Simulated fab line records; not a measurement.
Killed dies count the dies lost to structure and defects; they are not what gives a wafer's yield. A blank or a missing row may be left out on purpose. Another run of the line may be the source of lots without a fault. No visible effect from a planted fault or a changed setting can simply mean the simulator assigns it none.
Which tool did it? + flow n5Finfet + 10 lots (29 wafers sampled), 1 step of a 1938-step route

## WHAT THE GAUGES READ, wafer by wafer
N5_BEOL_M15_INSPECT_30: inspects for defects (macro).
| lot  | measured     | on               | rawDefectCount |
|------|--------------|------------------|----------------|
| L987 | day 13 15:10 | defectInspect-01 | 0 4 3          |
| L988 | day 14 14:35 | defectInspect-01 | 2 0            |
| L995 | day 15 12:28 | defectInspect-01 | 3 4 1          |
| L997 | day 15 20:57 | defectInspect-01 | 4 0 4          |
| L100 | day 16 04:10 | defectInspect-02 | 4 1 1          |
| L102 | day 17 11:29 | defectInspect-02 | 2 2 2          |
| L104 | day 17 12:16 | defectInspect-01 | 1 2 2          |
| L105 | day 17 22:44 | defectInspect-02 | 4 1 5          |
| L106 | day 18 16:13 | defectInspect-01 | 3 4 2          |
| L107 | day 18 16:15 | defectInspect-01 | 1 1 5          |

## WHAT TOOL EACH LOT RAN ON (gives the tool, then ch and the chambers of the sampled wafers, and finally the start)
There is no process step in the record ahead of these readings.

## THE ANSWER, worked out from the rows above alone
Rule: usual is defined by the lots themselves. The widest of any qualifying gaps counts: lots, ordered by their means at a reading, are off when they make up no more than a third of the lots, leave a main group of 4 or more, and stand apart from it by 3 or more times the standard deviation of that group's means. If all means in a main group match to the digits the tables above print for the reading, that group is not used. Also off: a lot with no number at a reading for which 4 or more lots have one. The other lots that the step has rows for count as sound.
No lot is off at any reading shown: from this, nothing can be told.

## WHAT THE SIMULATOR HAD INSERTED
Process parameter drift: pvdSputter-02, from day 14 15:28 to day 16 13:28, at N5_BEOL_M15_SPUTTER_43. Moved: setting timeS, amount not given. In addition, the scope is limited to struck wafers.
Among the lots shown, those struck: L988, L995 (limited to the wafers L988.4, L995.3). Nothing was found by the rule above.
